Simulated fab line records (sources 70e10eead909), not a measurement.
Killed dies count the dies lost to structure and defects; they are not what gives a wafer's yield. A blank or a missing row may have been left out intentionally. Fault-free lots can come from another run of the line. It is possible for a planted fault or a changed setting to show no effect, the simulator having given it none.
Which tool was responsible? :: flow nand harc :: 36 wafers from 12 lots sampled at 5 of the route's 1159 steps

## WHAT EACH GAUGE READ, for each wafer
NHARC_A_CONTACT_CD_MEAS_08 targets a cd of 100 nm.
lot: L075
measured: day 16 22:16
on: cd sem-01
cd nm (nm): 99.7 99.7 99.3

lot: L076
measured: day 17 06:13
on: cd sem-03
cd nm (nm): 99.6 99.8 100.1

lot: L079
measured: day 18 00:30
on: cd sem-03
cd nm (nm): 99.9 100.3 99.5

lot: L083
measured: day 19 06:28
on: cd sem-03
cd nm (nm): 100.1 100.3 100.1

lot: L082
measured: day 19 16:50
on: cd sem-02
cd nm (nm): 100.1 100.4 99.5

lot: L088
measured: day 19 23:50
on: cd sem-03
cd nm (nm): 100.1 99.9 100.3

lot: L087
measured: day 20 04:59
on: cd sem-01
cd nm (nm): 100.1 99.4 100.1

lot: L090
measured: day 20 20:46
on: cd sem-02
cd nm (nm): 100.0 100.0 100.1

lot: L093
measured: day 21 10:55
on: cd sem-01
cd nm (nm): 99.8 99.4 100.3

lot: L091
measured: day 21 19:17
on: cd sem-03
cd nm (nm): 100.2 100.1 100.7

lot: L097
measured: day 22 11:53
on: cd sem-02
cd nm (nm): 100.4 100.0 100.1

lot: L096
measured: day 22 20:19
on: cd sem-01
cd nm (nm): 100.8 100.5 101.0

## WHAT TOOL EACH LOT RAN ON (gives the tool, then ch and the chambers of the sampled wafers, and finally the start)
lot: L075
NHARC_A_CONTACT_ETCH_75: rie diel-04 ch 0,2,3, day 16 16:06
NHARC_A_CONTACT_ETCH_126: har cap etch-01 ch 0,1, day 16 17:30
NHARC_A_CONTACT_ETCH_129: har cap etch-01 ch 0,1, day 16 17:56
NHARC_A_CONTACT_ETCH_106: rie diel-04 ch 0,2,3, day 16 19:32

lot: L076
NHARC_A_CONTACT_ETCH_75: rie diel-10 ch 0,1,2, day 17 00:16
NHARC_A_CONTACT_ETCH_126: har cap etch-01 ch 0,1, day 17 01:39
NHARC_A_CONTACT_ETCH_129: har cap etch-01 ch 0,1, day 17 02:05
NHARC_A_CONTACT_ETCH_106: rie diel-01 ch 0,1,2, day 17 03:44

lot: L079
NHARC_A_CONTACT_ETCH_75: rie diel-04 ch 0,1,2, day 17 18:31
NHARC_A_CONTACT_ETCH_126: har cap etch-03 ch 0,1, day 17 19:54
NHARC_A_CONTACT_ETCH_129: har cap etch-03 ch 0,1, day 17 20:20
NHARC_A_CONTACT_ETCH_106: rie diel-04 ch 1,3, day 17 21:58

lot: L083
NHARC_A_CONTACT_ETCH_75: rie diel-04 ch 0,1,2, day 19 00:11
NHARC_A_CONTACT_ETCH_126: har cap etch-03 ch 0,1, day 19 01:34
NHARC_A_CONTACT_ETCH_129: har cap etch-03 ch 0,1, day 19 01:59
NHARC_A_CONTACT_ETCH_106: rie diel-01 ch 0,1,3, day 19 03:44

lot: L082
NHARC_A_CONTACT_ETCH_75: rie diel-10 ch 1,2,3, day 19 10:31
NHARC_A_CONTACT_ETCH_126: har cap etch-01 ch 0,1, day 19 12:01
NHARC_A_CONTACT_ETCH_129: har cap etch-01 ch 0,1, day 19 12:27
NHARC_A_CONTACT_ETCH_106: rie diel-04 ch 0,1,2, day 19 14:11

lot: L088
NHARC_A_CONTACT_ETCH_75: rie diel-10 ch 0,2,3, day 19 15:44
NHARC_A_CONTACT_ETCH_126: har cap etch-02 ch 0,1, day 19 17:07
NHARC_A_CONTACT_ETCH_129: har cap etch-02 ch 0,1, day 19 17:32
NHARC_A_CONTACT_ETCH_106: rie diel-10 ch 0,1,3, day 19 19:19

lot: L087
NHARC_A_CONTACT_ETCH_75: rie diel-10 ch 1,3, day 19 21:12
NHARC_A_CONTACT_ETCH_126: har cap etch-01 ch 1, day 19 22:35
NHARC_A_CONTACT_ETCH_129: har cap etch-01 ch 1, day 19 23:00
NHARC_A_CONTACT_ETCH_106: rie diel-01 ch 0,3, day 20 00:47

lot: L090
NHARC_A_CONTACT_ETCH_75: rie diel-10 ch 1,2,3, day 20 14:31
NHARC_A_CONTACT_ETCH_126: har cap etch-02 ch 0,1, day 20 16:09
NHARC_A_CONTACT_ETCH_129: har cap etch-02 ch 0,1, day 20 16:34
NHARC_A_CONTACT_ETCH_106: rie diel-01 ch 1,3, day 20 18:17

lot: L093
NHARC_A_CONTACT_ETCH_75: rie diel-04 ch 0,1,3, day 20 21:57
NHARC_A_CONTACT_ETCH_126: har cap etch-02 ch 0,1, day 20 23:21
NHARC_A_CONTACT_ETCH_129: har cap etch-02 ch 0,1, day 20 23:47
NHARC_A_CONTACT_ETCH_106: rie diel-04 ch 0,2,3, day 21 01:25

lot: L091
NHARC_A_CONTACT_ETCH_75: rie diel-10 ch 1,2,3, day 21 12:29
NHARC_A_CONTACT_ETCH_126: har cap etch-03 ch 0,1, day 21 14:08
NHARC_A_CONTACT_ETCH_129: har cap etch-03 ch 0,1, day 21 14:42
NHARC_A_CONTACT_ETCH_106: rie diel-04 ch 1,2,3, day 21 16:44

lot: L097
NHARC_A_CONTACT_ETCH_75: rie diel-01 ch 0,2,3, day 22 05:08
NHARC_A_CONTACT_ETCH_126: har cap etch-02 ch 0,1, day 22 06:32
NHARC_A_CONTACT_ETCH_129: har cap etch-02 ch 0,1, day 22 06:58
NHARC_A_CONTACT_ETCH_106: rie diel-04 ch 1,3, day 22 08:37

lot: L096
NHARC_A_CONTACT_ETCH_75: rie diel-04 ch 0,1, day 22 13:54
NHARC_A_CONTACT_ETCH_126: har cap etch-03 ch 0,1, day 22 15:17
NHARC_A_CONTACT_ETCH_129: har cap etch-03 ch 0,1, day 22 15:42
NHARC_A_CONTACT_ETCH_106: rie diel-01 ch 1,2,3, day 22 17:43
- NHARC_A_CONTACT_ETCH_75: etches the open film in CF4, target depth 39 nm, time 65 s.
- NHARC_A_CONTACT_ETCH_126: etches the open film in C4F8/O2/Ar, time 155 s, target depth 956 nm.
- NHARC_A_CONTACT_ETCH_129: etches the open film in C4F8/O2/Ar, time 155 s, target depth 956 nm.
- NHARC_A_CONTACT_ETCH_106: etches the open film in CF4/O2, target depth 60 nm, overetch 6 nm, time 33 s.

## THE ANSWER, worked out from the rows above alone
Rule: the usual values come from the lots themselves. Put in order of their means at a reading, lots are off if they are a third of the lots or fewer, leave a main group of 4 or more, and stand apart from it by a gap of 3 or more times the standard deviation of the main group's means; of several such gaps the widest counts. A main group whose means are all the same, to the digits that the tables above print for the reading, isn't used. A lot without any number at a reading at which 4 lots or more have one is off too. All remaining lots with rows at the step are treated as sound.
No lot is off at any reading shown: from this, nothing can be told.

## WHAT WAS PUT IN BY THE SIMULATOR
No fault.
